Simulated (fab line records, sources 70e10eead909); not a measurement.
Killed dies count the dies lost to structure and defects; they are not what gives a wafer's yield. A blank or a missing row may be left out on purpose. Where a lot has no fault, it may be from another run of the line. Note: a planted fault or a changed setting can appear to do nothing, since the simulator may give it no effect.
fab line records	flow nandHarc
record lots=5	wafers=15	lastDay=24
route steps=1159 shown P_M2@330 END@1159
lots with no fault: from the same line, run without faults
startH: the number of hours between the record's first day and the start of the first shown wafer of the lot	waitH: how many hours have passed since the lot's step before this one	" as in the row above	L1.1+2: several wafers, shown together as one row	- either no value or no given start	* or withheld: withheld	< > ~ a bound
route shown NAME@n: a module of which the file shows steps, and the number in the route of the first	usual: mean/standard deviation taken from wafers without a fault	same: alike in all rows	chamber/n: place in a boat	sites: readings site by site	_std_site: standard deviation of those values	_edge_site: outer sites' mean less inner sites'	radiusMm: for every site, how far away it sits from the centre of the wafer	mask NAME#n: copy n	behind: the tool/chamber that last shaped the wafer	hold: why the lot was held/for how many hours/how that ended	device: names the non-switching transistor (n, p or np)	end of line: tests of these same wafers at the route's end	a step with no rows: only its recipe	killed: dies lost to structure and defects at the first sort, not the wafer's yield	map: dies across one wafer; x = killed, . = not, _ = none there
set.NAME: the setting the step ran with; set.NAME@STEP: the setting that earlier step ran with	model.NAME: the simulator's own value behind a step, which no gauge read
lots seen at some steps along the route; tables by step, rows by wafer
services: from which hour (startH, from the record's first day; less than 0 if before it) a tool's chamber was out of use, for how many hours, and why
## steps
# step NHARC_P_M2_INSPECT_11
# usual rawDefectCount=4.0/2.1
lot.wafer	tool	chamber	startH	waitH	rawDefectCount
L300.2	defectInspect-01	-	136.05	0.0	2
L300.5	"	-	"	"	3
L300.6	"	-	"	"	6
L303.1	defectInspect-02	-	145.32	0.0	4
L303.5	"	-	"	"	3
L303.6	"	-	"	"	3
L314.4	defectInspect-01	-	226.85	0.0	1
L314.5	"	-	"	"	2
L314.6	"	-	"	"	4
L318.2	defectInspect-01	-	236.63	0.0	2
L318.4	"	-	"	"	6
L318.5	"	-	"	"	3
L323.1	defectInspect-01	-	259.04	0.0	7
L323.4	"	-	"	"	9
L323.5	"	-	"	"	10
# step NHARC_P_M2_DESCUM_14
# recipe timeS=3	o2FlowSccm=200	arFlowSccm=0	biasPowerW=0	chemistry=O2
# step NHARC_P_M2_ETCH_35
# recipe targetDepthA=400	overetchA=120	timeS=43.94	ionEnergyEv=200	n2FlowSccm=150	h2FlowSccm=150	arFlowSccm=0	rfW=400	biasW=150	chemistry=N2/H2
# step NHARC_P_M2_ETCH_15
# recipe targetDepthA=1825	timeS=91.2	c4f8FlowSccm=withheld	arFlowSccm=400	rfW=600	biasW=300	chemistry=C4F8/Ar
# usual biasW=300.1/0.89	oesProductAu=0.951/0.024	rfVppV=439.7/2.6
lot.wafer	tool	chamber	startH	waitH	biasW	oesProductAu	rfHoursCounterH	rfVppV
L300.2	rieDiel-05	0	-	-	300.1	0.977	5	442.8
L300.6	"	3	"	"	300.7	0.982	-	440.1
L300.5	"	0	"	"	301.3	0.976	-	441.2
L303.1	rieDiel-05	1	-	-	300.0	0.980	5	436.4
L303.5	"	1	"	"	299.4	0.982	-	437.6
L303.6	"	2	"	"	298.7	0.970	-	438.4
L314.6	rieDiel-05	3	-	-	299.4	0.957	-	442.2
L314.5	"	0	"	"	300.8	0.931	-	440.8
L314.4	"	2	"	"	300.1	0.968	-	436.2
L318.4	rieDiel-05	3	-	-	300.3	0.966	3	441.5
L318.2	"	2	"	"	299.4	0.957	3	436.7
L318.5	"	0	"	"	299.7	0.933	-	444.0
L323.1	rieDiel-05	2	-	-	299.5	0.928	4	436.3
L323.4	"	3	"	"	299.1	0.926	3	440.4
L323.5	"	1	"	"	300.9	0.945	-	438.0
# step NHARC_P_M2_CD_MEAS_16
# usual cdNm=169.6/1.2
lot.wafer	tool	chamber	startH	waitH	cdNm
L300.2	cdSem-03	-	136.42	-	169.3
L300.5	"	-	"	"	167.2
L300.6	"	-	"	"	169.9
L303.1	cdSem-01	-	145.70	-	169.8
L303.5	"	-	"	"	170.6
L303.6	"	-	"	"	170.1
L314.4	cdSem-02	-	227.28	-	172.7
L314.5	"	-	"	"	168.6
L314.6	"	-	"	"	167.6
L318.2	cdSem-02	-	237.04	-	167.0
L318.4	"	-	"	"	171.2
L318.5	"	-	"	"	168.3
L323.1	cdSem-02	-	259.41	-	168.9
L323.4	"	-	"	"	168.4
L323.5	"	-	"	"	168.3
# step NHARC_P_M2_STRIP_18
# recipe powerW=1000	n2FlowSccm=150	h2FlowSccm=150	arFlowSccm=0	biasW=0	chemistry=N2/H2
# step NHARC_P_M2_ETCH_28
# recipe targetDepthA=300	overEtchFrac=0.3	timeS=72.99	ionEnergyEv=150	cf4FlowSccm=50	n2FlowSccm=100	arFlowSccm=150	rfW=300	biasW=100	chemistry=CF4/N2
# step NHARC_P_M2_STRIP_19
# recipe timeS=600	tempC=30	chemistry=postEtchResidueRemover
# step NHARC_P_M2_DEGAS_29
# recipe tempC=250	timeS=60
# usual heaterPowerW=312/27
lot.wafer	tool	chamber	startH	waitH	heaterPowerW
L300.2	pvdSputter-01	-	137.13	-	316
L300.6	"	-	"	"	284
L300.5	"	-	"	"	321
L303.1	pvdSputter-01	-	146.45	-	295
L303.6	"	-	"	"	278
L303.5	"	-	"	"	309
L314.4	pvdSputter-01	-	228.06	-	280
L314.5	"	-	"	"	301
L314.6	"	-	"	"	275
L318.2	pvdSputter-03	-	237.76	-	314
L318.4	"	-	"	"	315
L318.5	"	-	"	"	312
L323.1	pvdSputter-03	-	260.14	-	321
L323.4	"	-	"	"	256
L323.5	"	-	"	"	328
# step NHARC_P_M2_PRE_CLEAN_30
# recipe timeS=30	tempC=280	gas=H2/He
# usual heaterPowerW=380/34
lot.wafer	tool	chamber	startH	waitH	heaterPowerW
L300.2	pvdSputter-01	-	-	-	341
L300.6	"	-	"	"	359
L300.5	"	-	"	"	340
L303.1	pvdSputter-01	-	-	-	337
L303.6	"	-	"	"	343
L303.5	"	-	"	"	375
L314.4	pvdSputter-01	-	-	-	338
L314.6	"	-	"	"	380
L314.5	"	-	"	"	338
L318.4	pvdSputter-03	-	-	-	406
L318.2	"	-	"	"	399
L318.5	"	-	"	"	317
L323.1	pvdSputter-03	-	-	-	381
L323.4	"	-	"	"	411
L323.5	"	-	"	"	320
# step NHARC_P_M2_PVD_20
# recipe targetThkA=50	biasV=168.6	powerW=15000	chamberPressurePa=0.12	timeS=8.06	substrateTempC=50	material=TaN
# usual throttleValvePct=29.9/1.1
lot.wafer	tool	chamber	startH	waitH	throttleValvePct
L300.2	pvdSputter-01	-	-	-	31.1
L300.5	"	-	"	"	31.0
L300.6	"	-	"	"	31.1
L303.1	pvdSputter-01	-	-	-	31.4
L303.5	"	-	"	"	28.8
L303.6	"	-	"	"	29.5
L314.4	pvdSputter-01	-	-	-	29.0
L314.5	"	-	"	"	30.0
L314.6	"	-	"	"	29.5
L318.4	pvdSputter-03	-	-	-	29.4
L318.2	"	-	"	"	31.2
L318.5	"	-	"	"	27.9
L323.4	pvdSputter-03	-	-	-	31.6
L323.1	"	-	"	"	29.4
L323.5	"	-	"	"	29.2
# step NHARC_P_M2_PVD_21
# recipe targetThkA=300	chamberPressurePa=5	powerW=5000	substrateTempC=30	timeS=20.49	material=Cu
# step NHARC_P_M2_ECD_22
# recipe targetThkA=4000	bathTempC=25	material=Cu
lot.wafer	tool	chamber	startH	waitH
L300.2+6+5	ecdCu-02	1,0,1	137.54	-
L303.1+6+5	ecdCu-02	0,1,0	146.85	-
L314.4+5+6	ecdCu-02	0,1,0	228.69	-
L318.2+4+5	ecdCu-01	1,0,1	238.13	-
L323.1+4+5	ecdCu-01	0,0,1	260.49	-
# step NHARC_P_M2_ANNEAL_31
# recipe tempC=225	timeS=90
# usual wafer_temp_C_max=225.97/0.21
lot.wafer	tool	chamber	startH	waitH	wafer_temp_C_max
L300.2	rtpAnneal-02	0	137.92	0.3	225.85
L300.5	"	0	"	"	226.11
L300.6	"	0	"	"	225.80
L303.1	rtpAnneal-02	0	147.17	-	225.75
L303.5	"	0	"	"	226.05
L303.6	"	0	"	"	226.05
L314.4	rtpAnneal-02	0	229.09	-	225.89
L314.5	"	0	"	"	225.99
L314.6	"	0	"	"	225.81
L318.2	rtpAnneal-02	0	238.56	-	225.98
L318.4	"	0	"	"	225.73
L318.5	"	0	"	"	226.14
L323.1	rtpAnneal-01	0	260.87	0.3	226.02
L323.4	"	0	"	"	226.10
L323.5	"	0	"	"	226.40
# step NHARC_P_M2_CMP_23
# recipe tOverpolishS=20	targetThkNm=144.3
# usual motorCurrentA=12.2/0.98	retainingRingPressureFrac=1.000/0.0052	timeToEndpointS=28/3.2
lot.wafer	tool	chamber	startH	waitH	motorCurrentA	retainingRingPressureFrac	timeToEndpointS
L300.2	cmp-03	0	138.26	-	10.7	1.004	22
L300.5	"	2	"	"	12.1	0.995	25
L300.6	"	3	"	"	13.4	0.992	25
L303.1	cmp-03	3	147.60	-	13.7	0.999	23
L303.5	"	0	"	"	11.0	1.002	22
L303.6	"	1	"	"	12.3	1.000	24
L314.4	cmp-04	3	229.28	-	13.3	1.002	51
L314.5	"	3	"	"	12.9	0.997	34
L314.6	"	0	"	"	11.9	1.002	52
L318.4	cmp-03	1	238.87	-	12.2	0.998	26
L318.2	"	2	"	"	12.2	1.001	26
L318.5	"	1	"	"	12.8	1.001	27
L323.1	cmp-01	1	261.22	-	10.7	0.995	27
L323.4	"	2	"	"	11.8	1.006	27
L323.5	"	1	"	"	10.8	1.000	29
# step NHARC_P_M2_THK_MEAS_24
# recipe thkMeasGauge=xrf
# usual thkNm=143.9/1.4
lot.wafer	tool	chamber	startH	waitH	thkNm
L300.2	filmMetro-01	-	138.52	-	142.7
L300.5	"	-	"	"	145.2
L300.6	"	-	"	"	143.5
L303.1	filmMetro-02	-	147.83	-	144.2
L303.5	"	-	"	"	143.1
L303.6	"	-	"	"	142.9
L314.4	filmMetro-02	-	229.60	-	145.8
L314.5	"	-	"	"	146.9
L314.6	"	-	"	"	146.0
L318.2	filmMetro-01	-	239.16	-	144.2
L318.4	"	-	"	"	142.4
L318.5	"	-	"	"	142.4
L323.1	filmMetro-01	-	261.53	-	144.0
L323.4	"	-	"	"	141.4
L323.5	"	-	"	"	143.0
# step NHARC_END_SORT_01
# recipe tempC=25
# usual defectLimitedYield=95.1/1.6	killedAtArray=29/11	killedAtOther=0.6/1	killedAtPeriphery=3.1/2.1	killedDies=33/11	killedOpen=3.1/1.9	killedShort=1.9/1.5	sort_bin_2_pct=1.5/0.66	sort_bin_3_pct=0.29/0.23	sort_bin_4_pct=3.1/0.98	sortNPass=644/11	sortRimYieldPct=96.9/2.3	sortYieldPct=95.1/1.6
# same grossDies=677	sort_bin_5_pct[%]=0	sort_bin_6_pct[%]=0	sort_bin_7_pct[%]=0	sort_bin_8_pct[%]=0	sortRimNGross=106.00
lot.wafer	tool	chamber	startH	waitH	defectLimitedYield[%]	killedAtArray	killedAtOther	killedAtPeriphery	killedDies	killedOpen	killedShort	sort_bin_2_pct[%]	sort_bin_3_pct[%]	sort_bin_4_pct[%]	sortNPass	sortRimYieldPct[%]	sortYieldPct[%]
L303.1	prober-01	0	454.93	2.5	97.0	15	3	2	20	2	5	0.7	0	2.2	657	99.1	97.0
L303.5	prober-01	0	458.10	3.7	97.5	12	3	2	17	5	1	0.7	0.15	1.6	660	100.0	97.5
L303.6	prober-01	0	458.89	4.0	97.2	18	1	0	19	2	2	0.4	0	2.4	658	97.2	97.2
L318.2	prober-01	0	554.71	2.8	91.3	54	2	3	59	3	1	2.7	1.18	4.9	618	95.3	91.3
L318.4	prober-01	0	556.29	3.4	93.8	39	1	2	42	1	1	2.8	0.30	3.1	635	96.2	93.8
L318.5	prober-01	0	557.08	3.7	92.3	47	4	1	52	1	1	2.2	0.44	5.0	625	95.3	92.3
# killed by level:class
L303.1 A_CHANNEL_HOLE_D1:chamberFilmFlake=4 A_CONTACT:chamberFilmFlake=4 THIN_TSV:chamberFilmFlake=3 A_ZERO_WELL:chamberFilmFlake=2 P_STI:geometricParticle:short=1 P_M0:geometricParticle:open=1 A_CHANNEL_FILL_D1:geometricParticle:short=1 A_CHANNEL_FILL_D1:geometricParticle:open=1
L303.5 A_CHANNEL_HOLE_D1:chamberFilmFlake=5 THIN_TSV:chamberFilmFlake=3 P_GATE:geometricParticle:open=1 P_M0:geometricParticle:open=1 A_CHANNEL_FILL_D1:geometricParticle:open=1 A_SGD_CUT:geometricParticle:open=1 A_WL_FILL:geometricParticle:short=1 A_M1:geometricParticle:open=1
L303.6 A_CHANNEL_HOLE_D1:chamberFilmFlake=8 A_CONTACT:chamberFilmFlake=3 A_ONON_D1:geometricParticle:open=2 A_ZERO_WELL:chamberFilmFlake=2 A_SOURCE_PLATE:geometricParticle:short=1 A_ONON_D1:geometricParticle:short=1 A_SLIT:chamberFilmFlake=1 THIN_TSV:chamberFilmFlake=1
L318.2 A_CHANNEL_HOLE_D1:chamberFilmFlake=23 A_SLIT:chamberFilmFlake=16 A_STAIRCASE:chamberFilmFlake=7 A_CONTACT:chamberFilmFlake=5 P_ZERO_WELL:chamberFilmFlake=2 THIN_TSV:chamberFilmFlake=2 P_M0:geometricParticle:open=1 A_ONON_D1:geometricParticle:short=1
L318.4 A_CHANNEL_HOLE_D1:chamberFilmFlake=16 A_SLIT:chamberFilmFlake=13 A_CONTACT:chamberFilmFlake=7 A_CONTACT:geometricParticle:open=1 A_CONTACT:geometricParticle:short=1 P_STI:chamberFilmFlake=1 P_GATE:chamberFilmFlake=1 A_STAIRCASE:chamberFilmFlake=1
L318.5 A_CHANNEL_HOLE_D1:chamberFilmFlake=24 A_SLIT:chamberFilmFlake=13 A_CONTACT:chamberFilmFlake=6 THIN_TSV:chamberFilmFlake=4 A_STAIRCASE:chamberFilmFlake=2 A_CHANNEL_FILL_D1:geometricParticle:short=1 A_BLC:geometricParticle:open=1 P_ZERO_WELL:chamberFilmFlake=1
## services
tool	chamber	startH	hours	kind
cmp-04	-	120.38	0.9	repair
pvdSputter-01	-	121.60	3.0	repair
cmp-01	-	126.16	0.8	repair
rieDiel-05	2	147.80	9.8	repair
pvdSputter-01	-	149.57	1.4	repair
cmp-03	-	156.22	4.0	pm
pvdSputter-01	-	158.00	10.0	pm
rieDiel-05	-	163.60	9.0	pm
pvdSputter-03	-	171.17	48.7	repair
ecdCu-01	-	173.29	2.0	repair
pvdSputter-01	-	173.37	2.2	repair
cmp-01	-	179.18	1.2	repair
ecdCu-02	-	180.19	8.0	pm
cmp-01	-	188.53	2.1	repair
rieDiel-05	-	193.21	0.1	repair
cmp-04	-	196.04	1.2	repair
cmp-04	-	199.58	1.4	repair
cmp-04	-	203.01	4.0	pm
rieDiel-05	1	217.38	12.8	repair
rieDiel-05	0	221.54	1.6	repair
cmp-03	-	233.60	3.9	repair
rieDiel-05	3	243.16	6.4	repair
ecdCu-02	-	252.45	3.6	repair
cmp-03	-	254.22	4.0	pm
## key
firstSign step=NHARC_P_M2_CMP_23	reading=timeToEndpointS	direction=up	sigmas=7.2	usual=*	struck=*
effect none on later readings
metAt NHARC_P_M2_ECD_22
struckWafers L314.4,L314.6
onsetBetween 146.85 228.69
fault kind=processParameterDrift	tool=ecdCu-02	chamber=0	onsetH=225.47	steps=NHARC_P_M2_ECD_22	channel=targetThkA	offset=*	shape=step	endH=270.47	actsIn=*	stated=*
